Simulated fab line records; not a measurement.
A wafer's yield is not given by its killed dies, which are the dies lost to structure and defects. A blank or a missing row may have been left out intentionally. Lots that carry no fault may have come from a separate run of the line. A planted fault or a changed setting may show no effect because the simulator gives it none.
Comparing a struck lot with a sound one / flow nand-harc / 42 steps out of a route of 1302
Sound: the wafers L607.3, L607.4, L607.5. Struck: wafers L599.2, L599.3, L599.5. The cause comes at the end.
Order at every step that has rows: each side's tool, ch and its chambers, its first start. Under that, the readings that differ: sound wafers / struck wafers / difference of the means / sigmas: that difference in standard deviations of wafers without a fault.
alike: words and numbers the same on both sides, and readings whose means are apart by under 2 such deviations; not compared: readings that were withheld, readings missing a value for some wafer, numbers with overlapping values and no deviation given by the record, and bounds like >300 which may hide the same value.
Wherever a step has rows on one side only, a row that says differs or no value, or a row with sigmas, the two part there. Non-overlapping numbers with no deviation appear without sigmas and do not part them. A reading missing from all wafers of one side parts the sides only when that side holds two or more wafers.

first, 3 steps without rows for these wafers: NHARC_P_M2_PVD_20 (deposits TaN, target thk 5 nm, time 8.06 s); NHARC_P_M2_PVD_21 (deposits Cu, target thk 30 nm, time 20.49 s); NHARC_P_M2_ECD_22 (material Cu, target thk 400 nm).
NHARC_P_M2_ANNEAL_31: time 90 s.
  sound on rtp-anneal-02 ch 0, day 13 02:38; struck on rtp-anneal-01 ch 0, day 9 16:53
  alike: anneal-temp-c-max, wafer_temp_C_max
then, 1 step without rows for these wafers: NHARC_P_M2_CMP_23 (polishes, t overpolish 20 s, target thk 144.3 nm).
NHARC_P_M2_THK_MEAS_24: measures by xrf.
  sound on film-metro-02 at day 13 03:12; struck on film-metro-01 at day 9 17:29
reading=thk-nm (nm); sound=144.4 141.0 144.5; struck=146.3 146.3 147.2; difference=+3.3; sigmas=+2
following that, these wafers have no rows for 1 step: NHARC_P_M2_SRD_25.
NHARC_P_M2_INSPECT_27:
  sound on defect-inspect-02 at day 13 03:22; struck on defect-inspect-02 at day 9 17:38
  alike: raw-defect-count
NHARC_P_M2_PRE_CLEAN_32: time 12 s.
  sound on pecvd-02 ch 0,1, day 13 03:26; struck on pecvd-04 ch 0,2, day 9 17:43
  alike: heater-power-w
then, 2 steps without rows for these wafers: NHARC_P_M2_DEP_33 (deposits SiCN, target thk 30 nm); NHARC_P_BONDPAD_DEP_00 (deposits SiCN, target thk 250 nm).
NHARC_P_BONDPAD_CMP_32: polishes SiCN, target thk 200 nm.
  sound on cmp-02 ch 1,2,3, day 13 04:21; struck on cmp-02 ch 1,2,3, day 9 18:36
  alike: motor-current-A
NHARC_P_BONDPAD_THK_MEAS_33: measures by ellipsometry.
  sound on film-metro-02 at day 13 04:34; struck on film-metro-01 at day 9 18:51
  alike: thk-nm
then, 10 steps without rows for these wafers: NHARC_P_BONDPAD_SRD_34; NHARC_P_BONDPAD_DEHYDRATE_01 (time 120 s); NHARC_P_BONDPAD_HMDS_02 (time 30 s); NHARC_P_BONDPAD_COAT_36 (time 65 s); NHARC_P_BONDPAD_COAT_03 (resist thk 600 nm); NHARC_P_BONDPAD_SOFTBAKE_04 (time 70 s); NHARC_P_BONDPAD_EBR_05; NHARC_P_BONDPAD_EXPOSE_06 (exposes mask P BPAD); NHARC_P_BONDPAD_PEB_07 (peb time 80 s); NHARC_P_BONDPAD_DEVELOP_08 (time 50 s).
NHARC_P_BONDPAD_CD_MEAS_09: the cd target is 500 nm.
  sound on cd-sem-03 ch 0, day 13 05:01; struck on cd-sem-03 ch 0, day 9 19:25
  alike: cd-nm
NHARC_P_BONDPAD_OVL_MEAS_38:
  sound on overlay-02 at day 13 05:06; struck on overlay-02 at day 9 19:31
  alike: overlay-x-nm, overlay-y-nm
then, 2 steps without rows for these wafers: NHARC_P_BONDPAD_HARDBAKE_10 (time 65 s); NHARC_P_BONDPAD_DESCUM_11 (chemistry O2, time 3 s).
NHARC_P_BONDPAD_ETCH_37: etches the open film in N2/H2, target depth 60 nm, overetch 18 nm, time 65.91 s.
  sound on rie-diel-10 ch 0,2, day 13 05:20; struck on rie-diel-07 ch 1,2, day 9 19:43
  alike: drypump-motor-current-A, oes-product-au, rf-vpp-V, showerhead-plenum-p-Torr, throttle-valve-pct
  not compared: rf-hours-counter-h
then, 1 step without rows for these wafers: NHARC_P_BONDPAD_ETCH_12 (etches the open film in CHF3/O2, target depth 200 nm, time 100 s).
NHARC_P_BONDPAD_CD_MEAS_13:
  sound on cd-sem-03 at day 13 05:34; struck on cd-sem-02 at day 9 19:57
  alike: cd-nm
then, 4 steps without rows for these wafers: NHARC_P_BONDPAD_STRIP_15 (strips in O2); NHARC_P_BONDPAD_ETCH_24 (etches the open film in CF4/N2, target depth 30 nm, time 72.99 s); NHARC_P_BONDPAD_STRIP_16 (strips in post etch residue remover, time 600 s); NHARC_P_BONDPAD_DEGAS_25 (time 60 s).
NHARC_P_BONDPAD_PRE_CLEAN_26: time 30 s.
  sound on pvd-sputter-03; struck on pvd-sputter-02
  alike: heater-power-w
NHARC_P_BONDPAD_PVD_17: deposits TaN, target thk 5 nm, time 8.06 s.
  sound on pvd-sputter-03; struck on pvd-sputter-02
  alike: throttle-valve-pct
then, 4 steps without rows for these wafers: NHARC_P_BONDPAD_PVD_27 (deposits Cu, target thk 30 nm, time 20.49 s); NHARC_P_BONDPAD_ECD_18 (material Cu, target thk 400 nm); NHARC_P_BONDPAD_ANNEAL_28 (time 90 s); NHARC_P_BONDPAD_CMP_19 (polishes, t overpolish 30 s, cu recess touch 16 s, target thk 160.81 nm).
NHARC_P_BONDPAD_THK_MEAS_20: measures by xrf.
  sound on film-metro-02 at day 13 07:35; struck on film-metro-02 at day 9 21:58
  alike: thk-nm
-- break in the record here, with 18 days between the starts of the struck wafers on either side (left off in module P_BONDPAD, picked up again in module END, where the first step shown is number 1302 on the route) --
NHARC_END_SORT_01:
  only the struck wafers appear in the record here, on prober-02 ch 0 at day 27 13:38; the sound ones have no rows

## WHERE THEY PART
Earliest at NHARC_P_M2_THK_MEAS_24; latest, in this record, at NHARC_END_SORT_01.

WHY: what the simulator had put in
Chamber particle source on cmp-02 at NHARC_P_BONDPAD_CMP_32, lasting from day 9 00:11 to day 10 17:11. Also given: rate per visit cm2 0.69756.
